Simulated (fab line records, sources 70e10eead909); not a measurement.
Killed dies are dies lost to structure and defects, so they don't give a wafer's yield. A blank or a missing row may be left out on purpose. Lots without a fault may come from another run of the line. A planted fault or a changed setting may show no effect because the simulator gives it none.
fab line records | flow nand_harc
record lots=24 wafers=72 last_day=33
route steps=1302 shown A_CHANNEL_HOLE_D2@603 A_CHANNEL_FILL_D2@628 A_STAIRCASE@678
lots that met no fault: from a run of the same line without faults
start_h: hours from the record's first day to the start of the lot's first wafer shown | wait_h: hours since the lot's step before | " the same as in the row above | L1.1+2: a row that stands for several wafers | - no value, or no start given | * or withheld: withheld | < > ~ a bound
route shown NAME@n: a module of which the file shows steps, and the number in the route of the first | usual: mean/standard deviation of fault-free wafers | same: alike in all rows | chamber/n: place in a boat | sites: the reading at each site | _std_site: their standard deviation | _edge_site: outer sites' mean less inner sites' | radius_mm: how far each site lies from the wafer's centre | mask NAME#n: copy n | behind: the tool/chamber that last shaped the wafer | hold: why the lot was held/for how many hours/how that ended | device: the transistor (n, p or np) that didn't switch | end of line: the same wafers' tests at the end of the route | a step without rows: its recipe alone | killed: dies lost to structure and defects at the first sort, not the wafer's yield | map: a wafer's dies, x killed, . not, _ none there
set.NAME: the setting as run; set.NAME@STEP: as run at that earlier step | model.NAME: the simulator's own value behind a step, which no gauge read
steps of the route over a sample of lots; a table a step, a row a wafer
services: from which hour (start_h, from the record's first day; less than 0 if before it) a tool's chamber was out of use, for how many hours, and why
## steps
# step NHARC_A_CHANNEL_HOLE_D2_ETCH_44
# recipe target_depth_a=1400 overetch_a=140 time_s=77 ion_energy_ev=100 cf4_flow_sccm=80 o2_flow_sccm=20 ar_flow_sccm=0 rf_w=300 bias_w=100 chemistry=CF4/O2
# usual drypump_motor_current_A=5.9/0.52 oes_ar_750_au=1.000/0.0044 oes_product_au=1.001/0.01 rf_vpp_V=197.6/1.5 showerhead_plenum_p_Torr=1.33/0.061 throttle_valve_pct=13.396/0.0087
# columns lot.wafer tool chamber start_h wait_h drypump_motor_current_A oes_ar_750_au oes_product_au rf_hours_counter_h rf_vpp_V showerhead_plenum_p_Torr throttle_valve_pct
L074.1 rie_diel-07 1 291.49 0.1 5.6 1.002 0.989 11 196.3 1.28 13.401
L074.5 " 1 " " 5.6 1.002 0.992 - 196.2 1.28 13.400
L074.6 " 2 " " 6.0 0.998 0.999 - 198.6 1.37 13.377
L076.1 rie_diel-08 3 303.40 0.1 6.8 1.003 1.001 5 199.5 1.38 13.397
L076.3 " 1 " " 5.2 0.999 0.988 8 199.0 1.41 13.398
L076.6 " 2 " " 6.2 0.999 0.993 - 196.3 1.26 13.393
L075.3 rie_diel-02 2 307.56 0.1 6.1 0.998 0.988 6 195.8 1.26 13.412
L075.4 " 3 " " 5.9 1.000 1.000 6 197.0 1.28 13.414
L075.6 " 1 " " 6.0 0.994 0.998 - 195.1 1.26 13.405
L077.3 rie_diel-07 0 326.13 0.1 5.1 1.006 0.997 2 199.7 1.43 13.391
L077.4 " 1 " " 5.6 1.007 0.997 1 196.5 1.28 13.374
L077.6 " 0 " " 5.1 0.996 0.990 - 201.3 1.43 13.394
L078.2 rie_diel-07 1 333.46 0.1 5.6 0.997 0.997 2 198.5 1.28 13.383
L078.1 " 2 " " 6.0 1.007 0.997 1 200.0 1.37 13.392
L078.6 " 0 " " 5.1 0.993 1.006 - 200.0 1.43 13.395
L079.2 rie_diel-02 0 340.59 0.1 5.6 1.005 0.993 5 198.1 1.29 13.404
L079.3 " 1 " " 6.0 0.999 1.006 5 196.4 1.26 13.390
L079.6 " 0 " " 5.6 1.011 0.986 - 196.0 1.29 13.382
L080.2 rie_diel-08 0 357.30 0.1 5.7 0.997 1.006 10 199.0 1.34 13.412
L080.1 " 2 " " 6.2 0.994 1.001 10 195.5 1.26 13.413
L080.4 " 3 " " 6.9 1.001 0.998 8 198.6 1.38 13.397
L081.3 rie_diel-08 1 365.20 0.1 5.2 1.001 0.996 11 199.3 1.41 13.398
L081.6 " 0 " " 5.7 1.004 1.010 - 198.3 1.34 13.390
L081.5 " 1 " " 5.2 1.002 1.000 - 198.7 1.41 13.385
L082.3 rie_diel-08 3 392.55 0.1 6.8 1.004 1.009 2 198.0 1.38 13.399
L082.6 " 1 " " 5.2 0.990 0.982 - 198.5 1.41 13.395
L082.5 " 2 " " 6.2 0.998 1.006 - 195.9 1.26 13.387
L083.2 rie_diel-08 3 396.70 0.1 6.8 0.995 1.008 2 199.2 1.38 13.402
L083.3 " 0 " " 5.7 0.995 1.009 1 197.3 1.34 13.397
L083.4 " 2 " " 6.2 0.998 1.003 2 196.4 1.26 13.399
L084.3 rie_diel-02 2 407.58 0.1 6.1 0.998 0.988 0 195.3 1.26 13.393
L084.5 " 0 " " 5.6 1.001 1.000 - 196.9 1.29 13.396
L084.6 " 1 " " 6.0 1.005 1.010 - 196.5 1.26 13.391
L085.1 rie_diel-08 2 408.47 0.1 6.2 0.999 1.010 3 195.7 1.26 13.384
L085.2 " 0 " " 5.7 1.003 1.007 2 196.9 1.34 13.396
L085.6 " 1 " " 5.2 1.007 0.985 - 198.4 1.41 13.399
L086.4 rie_diel-07 1 424.62 0.1 5.6 1.004 0.996 7 196.7 1.28 13.387
L086.5 " 2 " " 6.0 0.999 0.997 - 198.1 1.37 13.387
L086.6 " 3 " " 6.4 0.996 0.991 - 195.7 1.28 13.400
L087.4 rie_diel-08 3 440.42 0.1 6.8 1.000 0.985 3 199.2 1.38 13.388
L087.1 " 0 " " 5.6 1.010 0.999 3 200.1 1.34 13.387
L087.6 " 3 " " 6.8 0.998 0.995 - 197.6 1.38 13.394
L088.2 rie_diel-08 1 447.62 0.0 5.1 1.005 0.984 3 198.2 1.41 13.401
L088.1 " 2 " " 6.2 0.993 1.011 4 197.4 1.26 13.408
L088.3 " 0 " " 5.7 1.012 1.012 3 198.3 1.34 13.394
L089.3 rie_diel-08 0 450.02 0.1 5.7 1.000 1.007 3 196.8 1.34 13.387
L089.6 " 1 " " 5.1 0.995 0.980 - 200.0 1.41 13.385
L089.5 " 2 " " 6.2 0.993 1.015 - 196.2 1.26 13.398
L090.4 rie_diel-02 1 459.77 0.1 6.0 1.001 1.011 3 196.4 1.26 13.379
L090.3 " 2 " " 6.1 1.002 0.990 3 196.3 1.26 13.385
L090.6 " 2 " " 6.1 0.997 0.986 - 197.1 1.26 13.399
L091.3 rie_diel-08 3 463.95 0.1 6.8 1.000 1.005 5 198.3 1.38 13.406
L091.1 " 2 " " 6.2 1.001 1.017 5 194.2 1.26 13.401
L091.5 " 0 " " 5.7 0.992 1.012 - 199.1 1.34 13.383
L092.4 rie_diel-08 1 473.56 0.1 5.2 1.003 0.986 5 199.0 1.41 13.403
L092.3 " 3 " " 6.8 0.995 1.009 6 197.0 1.38 13.386
L092.6 " 0 " " 5.7 0.998 0.998 - 198.8 1.34 13.394
L093.4 rie_diel-07 2 497.31 0.1 6.0 1.008 1.004 0 199.1 1.37 13.400
L093.3 " 3 " " 6.4 0.998 1.007 0 196.4 1.27 13.392
L093.5 " 1 " " 5.6 1.002 1.009 - 196.7 1.28 13.400
L094.1 rie_diel-08 1 513.45 0.1 5.2 1.001 0.992 7 199.6 1.41 13.389
L094.2 " 2 " " 6.2 0.998 1.014 8 196.4 1.26 13.386
L094.5 " 1 " " 5.2 1.000 0.988 - 199.1 1.41 13.396
L097.4 rie_diel-02 3 523.71 0.1 6.0 1.002 1.008 6 197.1 1.28 13.396
L097.3 " 1 " " 6.0 1.003 1.007 6 196.1 1.26 13.397
L097.5 " 3 " " 5.9 0.994 1.009 - 196.9 1.28 13.406
L095.4 rie_diel-02 2 524.39 0.0 6.0 1.000 1.003 6 195.7 1.26 13.416
L095.6 " 2 " " 6.0 1.002 1.004 - 196.0 1.26 13.403
L095.5 " 3 " " 6.0 0.994 1.018 - 197.2 1.28 13.408
L096.2 rie_diel-08 1 527.86 0.1 5.2 1.005 0.982 8 199.1 1.41 13.396
L096.3 " 3 " " 6.9 1.002 1.009 9 199.7 1.38 13.403
L096.5 " 2 " " 6.2 0.993 1.011 - 196.9 1.26 13.393
# step NHARC_A_CHANNEL_HOLE_D2_INSPECT_40
# usual raw_defect_count=319/99
# columns lot.wafer tool chamber start_h wait_h raw_defect_count
L074.1 defect_inspect-01 - 292.48 - 264
L074.5 " - " " 235
L074.6 " - " " 276
L076.1 defect_inspect-02 - 304.37 - 282
L076.3 " - " " 330
L076.6 " - " " 250
L075.3 defect_inspect-01 - 308.54 - 390
L075.4 " - " " 225
L075.6 " - " " 315
L077.3 defect_inspect-02 - 327.12 - 317
L077.4 " - " " 311
L077.6 " - " " 241
L078.1 defect_inspect-02 - 334.44 - 698
L078.2 " - " " 640
L078.6 " - " " 565
L079.2 defect_inspect-02 - 341.58 - 300
L079.3 " - " " 438
L079.6 " - " " 285
L080.1 defect_inspect-02 - 358.30 - 505
L080.2 " - " " 384
L080.4 " - " " 298
L081.3 defect_inspect-02 - 366.17 - 292
L081.5 " - " " 202
L081.6 " - " " 260
L082.3 defect_inspect-02 - 393.52 - 163
L082.5 " - " " 235
L082.6 " - " " 224
L083.2 defect_inspect-02 - 397.68 - 277
L083.3 " - " " 264
L083.4 " - " " 289
L084.3 defect_inspect-02 - 408.55 - 374
L084.5 " - " " 469
L084.6 " - " " 519
L085.1 defect_inspect-02 - 409.44 - 291
L085.2 " - " " 311
L085.6 " - " " 221
L086.4 defect_inspect-02 - 425.59 - 317
L086.5 " - " " 320
L086.6 " - " " 281
L087.1 defect_inspect-01 - 441.41 - 318
L087.4 " - " " 189
L087.6 " - " " 311
L088.1 defect_inspect-01 - 448.60 - 280
L088.2 " - " " 359
L088.3 " - " " 377
L089.3 defect_inspect-02 - 450.98 - 278
L089.5 " - " " 402
L089.6 " - " " 252
L090.3 defect_inspect-01 - 460.75 - 299
L090.4 " - " " 289
L090.6 " - " " 290
L091.1 defect_inspect-02 - 464.94 - 236
L091.3 " - " " 409
L091.5 " - " " 398
L092.3 defect_inspect-01 - 474.54 - 286
L092.4 " - " " 356
L092.6 " - " " 255
L093.3 defect_inspect-02 - 498.28 - 236
L093.4 " - " " 323
L093.5 " - " " 464
L094.1 defect_inspect-02 - 514.44 - 276
L094.2 " - " " 644
L094.5 " - " " 394
L097.3 defect_inspect-02 - 524.69 - 182
L097.4 " - " " 340
L097.5 " - " " 312
L095.4 defect_inspect-01 - 525.37 - 313
L095.5 " - " " 264
L095.6 " - " " 272
L096.2 defect_inspect-01 - 528.84 - 300
L096.3 " - " " 435
L096.5 " - " " 313
# step NHARC_A_CHANNEL_FILL_D2_ETCHBACK_08
# recipe target_depth_a=2200 time_s=110 c4f8_flow_sccm=20 ar_flow_sccm=withheld rf_w=600 bias_w=300 chemistry=C4F8
# usual oes_product_au=0.96/0.037 rf_vpp_V=439.9/2.6
# columns lot.wafer tool chamber start_h wait_h oes_product_au rf_hours_counter_h rf_vpp_V
L074.1 rie_diel-11 2 - - 0.94 1 440.8
L074.6 " 1 " " 0.92 - 436.7
L074.5 " 2 " " 0.94 - 441.4
L076.1 rie_diel-09 1 - - 1.00 0 437.4
L076.3 " 2 " " 1.02 0 436.5
L076.6 " 0 " " 0.99 - 444.9
L075.4 rie_diel-09 3 - - 0.92 0 438.8
L075.3 " 2 " " 0.94 0 437.8
L075.6 " 0 " " 0.92 - 445.1
L077.3 rie_diel-09 1 - - 0.99 1 437.1
L077.4 " 3 " " 0.99 1 437.9
L077.6 " 0 " " 0.99 - 444.7
L078.2 rie_diel-09 0 - - 1.00 2 444.5
L078.1 " 1 " " 1.00 1 437.1
L078.6 " 0 " " 1.00 - 444.0
L079.3 rie_diel-11 2 - - 1.00 2 439.0
L079.2 " 1 " " 0.99 3 437.8
L079.6 " 2 " " 1.01 - 441.4
L080.4 rie_diel-10 2 - - 0.94 20 446.1
L080.2 " 0 " " 0.93 19 441.9
L080.1 " 1 " " 0.93 19 443.0
L081.3 rie_diel-11 0 - - 0.92 3 440.1
L081.6 " 0 " " 0.92 - 438.5
L081.5 " 1 " " 0.92 - 436.8
L082.3 rie_diel-09 2 - - 1.00 3 438.5
L082.6 " 2 " " 1.00 - 437.9
L082.5 " 3 " " 1.00 - 439.9
L083.3 rie_diel-10 3 - - 1.02 2 441.6
L083.2 " 2 " " 1.00 2 444.6
L083.4 " 0 " " 0.99 - 443.0
L085.2 rie_diel-09 2 - - 0.93 3 438.1
L085.1 " 3 " " 0.92 4 437.7
L085.6 " 2 " " 0.93 - 438.0
L084.3 rie_diel-10 3 - - 1.02 5 439.5
L084.6 " 1 " " 0.99 - 442.0
L084.5 " 2 " " 1.00 - 444.5
L086.4 rie_diel-11 1 - - 0.93 1 438.1
L086.6 " 2 " " 0.93 - 441.1
L086.5 " 3 " " 0.92 - 439.1
L087.4 rie_diel-11 2 - - 1.00 1 441.7
L087.1 " 3 " " 1.00 1 439.3
L087.6 " 1 " " 1.00 - 437.3
L088.3 rie_diel-11 2 - - 0.93 1 438.8
L088.2 " 3 " " 0.92 1 438.8
L088.1 " 1 " " 0.92 1 436.6
L089.3 rie_diel-10 3 - - 1.02 16 441.1
L089.5 " 0 " " 0.99 - 441.7
L089.6 " 1 " " 0.98 - 441.1
L090.3 rie_diel-11 3 - - 0.92 2 439.8
L090.6 " 0 " " 0.93 - 438.3
L090.4 " 1 " " 0.93 - 437.0
L091.3 rie_diel-11 1 - - 0.92 2 436.5
L091.1 " 3 " " 0.92 2 438.7
L091.5 " 0 " " 0.93 - 438.9
L092.4 rie_diel-09 0 - - 0.99 0 443.3
L092.3 " 3 " " 1.00 0 438.2
L092.6 " 0 " " 1.01 - 444.2
L093.3 rie_diel-09 0 - - 0.92 1 445.0
L093.4 " 1 " " 0.92 1 437.2
L093.5 " 1 " " 0.91 - 438.3
L094.2 rie_diel-09 0 - - 0.93 1 444.1
L094.1 " 1 " " 0.93 1 436.5
L094.5 " 0 " " 0.92 - 445.0
L097.4 rie_diel-11 2 - - 0.92 3 440.0
L097.3 " 1 " " 0.92 4 437.1
L097.5 " 3 " " 0.92 - 439.3
L095.4 rie_diel-09 1 - - 0.98 1 438.0
L095.5 " 3 " " 0.98 - 439.3
L095.6 " 0 " " 0.97 - 445.1
L096.2 rie_diel-11 3 - - 0.96 4 439.2
L096.3 " 0 " " 0.98 5 439.3
L096.5 " 0 " " 0.97 - 439.6
# step NHARC_A_CHANNEL_FILL_D2_STRIP_29
# recipe time_s=20 o2_flow_sccm=500 ar_flow_sccm=0 bias_w=0 chemistry=O2
# usual drypump_motor_current_A=5.6/0.48 oes_product_au=0.999/0.0091 rf_vpp_V=57.7/0.86 showerhead_plenum_p_Torr=3.46/0.13 throttle_valve_pct=17.036/0.0093
# columns lot.wafer tool chamber start_h wait_h drypump_motor_current_A oes_product_au rf_hours_counter_h rf_vpp_V showerhead_plenum_p_Torr throttle_valve_pct
L074.1 rie_diel-11 0 - - 5.8 1.006 2 58.0 3.43 17.042
L074.5 " 2 " " 5.1 1.008 - 58.9 3.51 17.036
L074.6 " 3 " " 5.2 0.996 - 57.8 3.44 17.047
L076.1 rie_diel-09 2 - - 4.9 1.027 0 58.1 3.36 17.032
L076.3 " 0 " " 6.3 0.992 0 57.3 3.73 17.036
L076.6 " 2 " " 4.9 1.012 - 56.5 3.37 17.047
L075.3 rie_diel-09 1 - - 5.6 0.990 0 58.1 3.34 17.037
L075.4 " 2 " " 4.9 1.013 0 58.3 3.37 17.030
L075.6 " 0 " " 6.3 0.987 - 58.6 3.73 17.043
L077.4 rie_diel-09 0 - - 6.3 0.999 1 58.7 3.73 17.043
L077.3 " 1 " " 5.6 0.998 1 57.6 3.34 17.040
L077.6 " 1 " " 5.6 1.002 - 57.6 3.34 17.017
L078.1 rie_diel-09 3 - - 5.8 1.010 2 58.5 3.39 17.041
L078.2 " 0 " " 6.3 0.993 2 58.8 3.73 17.025
L078.6 " 3 " " 5.9 1.004 - 60.1 3.39 17.036
L079.2 rie_diel-11 0 - - 5.7 0.992 3 57.8 3.43 17.053
L079.3 " 1 " " 5.8 0.998 3 56.2 3.33 17.030
L079.6 " 3 " " 5.2 0.995 - 59.1 3.44 17.034
L080.4 rie_diel-10 2 - - 5.8 1.001 20 58.5 3.74 17.046
L080.2 " 3 " " 6.6 0.990 20 57.6 3.50 17.021
L080.1 " 1 " " 6.5 0.988 19 58.7 3.61 17.030
L081.3 rie_diel-11 0 - - 5.7 0.996 4 56.6 3.43 17.047
L081.5 " 3 " " 5.2 1.007 - 57.8 3.44 17.028
L081.6 " 0 " " 5.7 0.999 - 56.6 3.43 17.031
L082.3 rie_diel-09 3 - - 5.8 1.009 4 59.0 3.39 17.038
L082.6 " 0 " " 6.2 0.998 - 58.4 3.73 17.026
L082.5 " 1 " " 5.6 0.994 - 57.9 3.33 17.032
L083.3 rie_diel-10 0 440.41 0.2 5.3 0.984 3 58.4 3.56 17.039
L083.2 " 2 " " 5.8 0.976 2 58.0 3.74 17.044
L083.4 " 3 " " 6.5 1.010 - 57.4 3.49 17.033
L085.1 rie_diel-09 2 - - 4.9 0.997 3 58.6 3.36 17.033
L085.2 " 3 " " 5.8 0.996 4 57.8 3.38 17.029
L085.6 " 2 " " 4.9 1.011 - 57.7 3.36 17.029
L084.3 rie_diel-10 1 - - 6.5 0.996 4 57.6 3.60 17.022
L084.5 " 2 " " 5.8 0.992 - 58.3 3.74 17.041
L084.6 " 3 " " 6.5 1.017 - 57.6 3.49 17.041
L086.4 rie_diel-11 2 - - 5.1 0.996 1 56.0 3.51 17.017
L086.5 " 1 " " 5.9 1.013 - 57.8 3.33 17.028
L086.6 " 2 " " 5.1 0.998 - 57.6 3.51 17.033
L087.4 rie_diel-11 2 - - 5.0 1.003 1 57.7 3.51 17.030
L087.1 " 0 " " 5.7 0.999 1 58.7 3.43 17.031
L087.6 " 2 " " 5.1 1.020 - 58.5 3.51 17.029
L088.2 rie_diel-11 0 - - 5.7 0.996 1 57.1 3.43 17.044
L088.3 " 1 " " 5.9 1.005 1 56.9 3.33 17.042
L088.1 " 3 " " 5.1 0.986 1 58.4 3.44 17.035
L089.3 rie_diel-10 2 - - 5.8 0.991 13 58.7 3.73 17.028
L089.5 " 2 " " 5.8 0.986 - 58.9 3.73 17.022
L089.6 " 3 " " 6.6 1.004 - 57.5 3.48 17.042
L090.3 rie_diel-11 3 504.18 0.2 5.2 0.992 2 57.7 3.44 17.037
L090.4 " 3 " " 5.2 0.998 - 56.5 3.44 17.026
L090.6 " 1 " " 5.9 1.001 - 56.7 3.33 17.049
L091.1 rie_diel-11 3 504.40 0.1 5.2 0.984 2 56.7 3.44 17.045
L091.3 " 0 " " 5.7 0.995 2 57.6 3.43 17.030
L091.5 " 3 " " 5.2 0.992 - 56.2 3.44 17.042
L092.3 rie_diel-09 2 - - 4.9 0.995 0 56.4 3.36 17.037
L092.4 " 1 " " 5.6 0.986 0 56.0 3.33 17.041
L092.6 " 2 " " 4.9 1.014 - 57.3 3.36 17.051
L093.4 rie_diel-09 2 - - 4.9 1.022 1 57.4 3.36 17.034
L093.3 " 0 " " 6.3 0.989 1 57.1 3.73 17.018
L093.5 " 1 " " 5.6 1.004 - 56.3 3.33 17.029
L094.2 rie_diel-09 2 - - 4.9 1.009 1 57.8 3.36 17.031
L094.1 " 3 " " 5.8 1.006 1 57.9 3.38 17.044
L094.5 " 2 " " 4.9 1.012 - 57.0 3.36 17.029
L097.4 rie_diel-11 1 - - 5.9 1.002 4 56.7 3.33 17.015
L097.3 " 2 " " 5.1 1.012 3 57.6 3.51 17.013
L097.5 " 2 " " 5.1 0.997 - 57.8 3.51 17.029
L095.4 rie_diel-09 2 - - 4.9 1.007 1 57.9 3.36 17.027
L095.6 " 0 " " 6.3 0.990 - 58.0 3.73 17.050
L095.5 " 1 " " 5.6 0.997 - 58.0 3.33 17.055
L096.2 rie_diel-11 1 - - 5.9 1.002 4 58.5 3.33 17.029
L096.3 " 3 " " 5.2 0.995 5 58.3 3.44 17.036
L096.5 " 0 " " 5.7 1.006 - 56.9 3.43 17.029
# step NHARC_A_STAIRCASE_ETCH_21
# recipe target_depth_a=1000 time_s=40.5 ion_energy_ev=400 c4f8_flow_sccm=20 o2_flow_sccm=10 ar_flow_sccm=withheld rf_w=600 bias_w=1000 chemistry=C4F8/O2
# usual oes_product_au=0.956/0.016 rf_vpp_V=894/6.3
# columns lot.wafer tool chamber start_h wait_h oes_product_au rf_hours_counter_h rf_vpp_V
L074.1 rie_diel-12 3 - - 0.949 25 896
L074.5 " 3 " " 0.936 - 896
L074.6 " 0 " " 0.964 - 891
L076.3 rie_diel-12 2 - - 0.961 21 901
L076.1 " 3 " " 0.943 29 896
L076.6 " 1 " " 0.940 - 889
L075.4 rie_diel-12 0 - - 0.992 31 890
L075.3 " 1 " " 0.961 29 888
L075.6 " 3 " " 0.973 - 896
L077.3 rie_diel-03 2 - - 0.949 30 889
L077.4 " 3 " " 0.947 33 906
L077.6 " 1 " " 0.944 - 899
L078.1 rie_diel-12 2 - - 0.943 28 899
L078.2 " 3 " " 0.948 36 895
L078.6 " 3 " " 0.953 - 897
L079.3 rie_diel-13 3 - - 0.966 20 891
L079.2 " 1 " " 0.985 16 890
L079.6 " 3 " " 0.962 - 891
L080.4 rie_diel-13 1 - - 0.969 22 890
L080.1 " 2 " " 0.987 24 891
L080.2 " 3 " " 0.980 29 889
L081.3 rie_diel-12 1 - - 0.977 50 889
L081.6 " 2 " " 0.956 - 900
L081.5 " 3 " " 0.950 - 897
L082.3 rie_diel-03 1 - - 0.956 44 900
L082.5 " 1 " " 0.962 - 899
L082.6 " 2 " " 0.948 - 889
L083.3 rie_diel-13 1 - - 0.937 33 889
L083.4 " 2 " " 0.939 34 894
L083.2 " 3 " " 0.928 40 890
L084.3 rie_diel-13 3 - - 0.973 43 890
L084.6 " 3 " " 0.967 - 889
L084.5 " 0 " " 0.960 - 905
L085.2 rie_diel-13 0 - - 0.936 43 905
L085.1 " 1 " " 0.930 37 888
L085.6 " 1 " " 0.933 - 889
L086.4 rie_diel-03 0 - - 0.929 2 891
L086.5 " 0 " " 0.917 - 891
L086.6 " 1 " " 0.939 - 898
L087.4 rie_diel-12 3 - - 0.957 10 896
L087.1 " 1 " " 0.966 10 888
L087.6 " 3 " " 0.967 - 896
L088.1 rie_diel-12 0 - - 0.941 12 888
L088.3 " 2 " " 0.930 12 900
L088.2 " 3 " " 0.922 12 897
L089.3 rie_diel-03 0 - - 0.958 9 890
L089.6 " 3 " " 0.967 - 905
L089.5 " 0 " " 0.960 - 892
L090.3 rie_diel-03 1 - - 0.969 13 899
L090.4 " 2 " " 0.958 13 888
L090.6 " 0 " " 0.966 - 891
L091.3 rie_diel-13 3 - - 0.962 67 888
L091.1 " 1 " " 0.948 55 888
L091.5 " 3 " " 0.959 - 888
L092.4 rie_diel-03 1 - - 0.951 19 898
L092.3 " 2 " " 0.968 19 888
L092.6 " 3 " " 0.975 - 906
L093.4 rie_diel-12 1 - - 0.951 31 885
L093.3 " 3 " " 0.960 27 894
L093.5 " 1 " " 0.960 - 886
L094.2 rie_diel-03 2 - - 0.962 30 887
L094.1 " 3 " " 0.979 29 904
L094.5 " 2 " " 0.957 - 888
L095.4 rie_diel-03 1 - - 0.925 34 897
L095.5 " 1 " " 0.920 - 899
L095.6 " 2 " " 0.948 - 888
L097.3 rie_diel-12 1 - - 0.973 41 887
L097.4 " 2 " " 0.958 38 899
L097.5 " 0 " " 0.973 - 887
L096.2 rie_diel-12 0 - - 0.989 33 889
L096.3 " 2 " " 0.946 39 899
L096.5 " 1 " " 0.958 - 888
# step NHARC_A_STAIRCASE_ETCH_25
# recipe target_depth_a=1000 time_s=40.5 ion_energy_ev=400 c4f8_flow_sccm=20 o2_flow_sccm=10 ar_flow_sccm=withheld rf_w=600 bias_w=1000 chemistry=C4F8/O2
# usual oes_product_au=0.945/0.012 rf_vpp_V=894/6.3
# columns lot.wafer tool chamber start_h wait_h oes_product_au rf_hours_counter_h rf_vpp_V
L074.1 rie_diel-12 1 - - 0.934 21 889
L074.6 " 3 " " 0.954 - 895
L074.5 " 0 " " 0.972 - 890
L076.1 rie_diel-12 3 - - 0.944 29 897
L076.3 " 0 " " 0.952 30 890
L076.6 " 1 " " 0.936 - 887
L075.4 rie_diel-12 3 - - 0.939 30 896
L075.3 " 2 " " 0.952 22 900
L075.6 " 3 " " 0.932 - 897
L077.3 rie_diel-03 0 - - 0.948 29 891
L077.4 " 1 " " 0.933 28 900
L077.6 " 1 " " 0.932 - 899
L078.2 rie_diel-12 3 - - 0.945 36 897
L078.1 " 1 " " 0.949 39 888
L078.6 " 2 " " 0.963 - 899
L079.3 rie_diel-13 3 - - 0.953 20 890
L079.2 " 0 " " 0.961 20 907
L079.6 " 2 " " 0.955 - 892
L080.1 rie_diel-13 0 - - 0.937 27 906
L080.2 " 1 " " 0.948 22 889
L080.4 " 2 " " 0.942 24 892
L081.3 rie_diel-12 2 - - 0.950 37 900
L081.6 " 2 " " 0.949 - 900
L081.5 " 3 " " 0.937 - 896
L082.3 rie_diel-03 1 - - 0.950 44 899
L082.6 " 2 " " 0.957 - 888
L082.5 " 3 " " 0.937 - 906
L083.3 rie_diel-13 1 - - 0.951 33 890
L083.2 " 2 " " 0.945 35 891
L083.4 " 0 " " 0.931 39 905
L084.3 rie_diel-13 1 - - 0.937 37 890
L084.5 " 2 " " 0.939 - 892
L084.6 " 3 " " 0.936 - 889
L085.1 rie_diel-13 1 - - 0.951 37 889
L085.2 " 2 " " 0.963 39 893
L085.6 " 1 " " 0.952 - 889
L086.4 rie_diel-03 1 - - 0.930 3 897
L086.6 " 1 " " 0.937 - 899
L086.5 " 2 " " 0.932 - 888
L087.1 rie_diel-12 0 - - 0.968 10 888
L087.4 " 1 " " 0.958 10 887
L087.6 " 3 " " 0.941 - 896
L088.3 rie_diel-12 0 - - 0.938 13 888
L088.1 " 1 " " 0.934 13 887
L088.2 " 2 " " 0.931 13 899
L089.3 rie_diel-03 0 - - 0.942 9 891
L089.6 " 3 " " 0.943 - 905
L089.5 " 0 " " 0.944 - 890
L090.3 rie_diel-03 3 - - 0.944 13 904
L090.4 " 0 " " 0.929 13 891
L090.6 " 3 " " 0.947 - 904
L091.1 rie_diel-13 3 - - 0.948 67 889
L091.3 " 2 " " 0.960 60 892
L091.5 " 0 " " 0.961 - 905
L092.4 rie_diel-03 3 - - 0.953 18 905
L092.3 " 1 " " 0.939 19 899
L092.6 " 0 " " 0.941 - 890
L093.4 rie_diel-12 1 - - 0.952 31 887
L093.3 " 2 " " 0.933 30 899
L093.5 " 2 " " 0.945 - 899
L094.1 rie_diel-03 3 - - 0.945 29 904
L094.2 " 0 " " 0.947 28 890
L094.5 " 2 " " 0.949 - 887
L095.4 rie_diel-03 1 - - 0.927 34 899
L095.5 " 1 " " 0.919 - 899
L095.6 " 2 " " 0.958 - 889
L097.4 rie_diel-12 2 - - 0.910 38 900
L097.3 " 3 " " 0.918 33 895
L097.5 " 1 " " 0.917 - 887
L096.2 rie_diel-12 2 - - 0.930 39 899
L096.3 " 1 " " 0.973 43 887
L096.5 " 2 " " 0.933 - 900
## services
# columns tool chamber start_h hours kind
rie_diel-12 - 268.56 9.0 pm
rie_diel-03 - 284.00 9.0 pm
rie_diel-12 1 306.40 2.4 repair
rie_diel-12 2 312.25 7.3 repair
rie_diel-09 - 320.10 9.0 pm
rie_diel-11 - 337.29 4.5 repair
rie_diel-11 2 348.45 10.5 repair
rie_diel-09 2 352.63 8.0 repair
rie_diel-09 3 354.28 1.4 repair
rie_diel-03 0 359.61 6.1 repair
rie_diel-09 2 393.59 6.0 repair
rie_diel-12 2 406.71 10.1 repair
rie_diel-09 - 421.01 0.2 repair
rie_diel-03 2 421.02 1.3 repair
rie_diel-11 - 432.50 9.0 pm
rie_diel-09 0 438.40 1.5 repair
rie_diel-12 - 445.56 9.0 pm
rie_diel-11 2 460.61 2.7 repair
rie_diel-11 0 463.13 1.7 repair
rie_diel-09 - 497.10 9.0 pm
rie_diel-11 2 503.62 22.6 repair
rie_diel-12 0 526.03 5.7 repair
rie_diel-03 - 533.13 0.7 repair
rie_diel-12 0 536.48 5.4 repair
## key
fault none
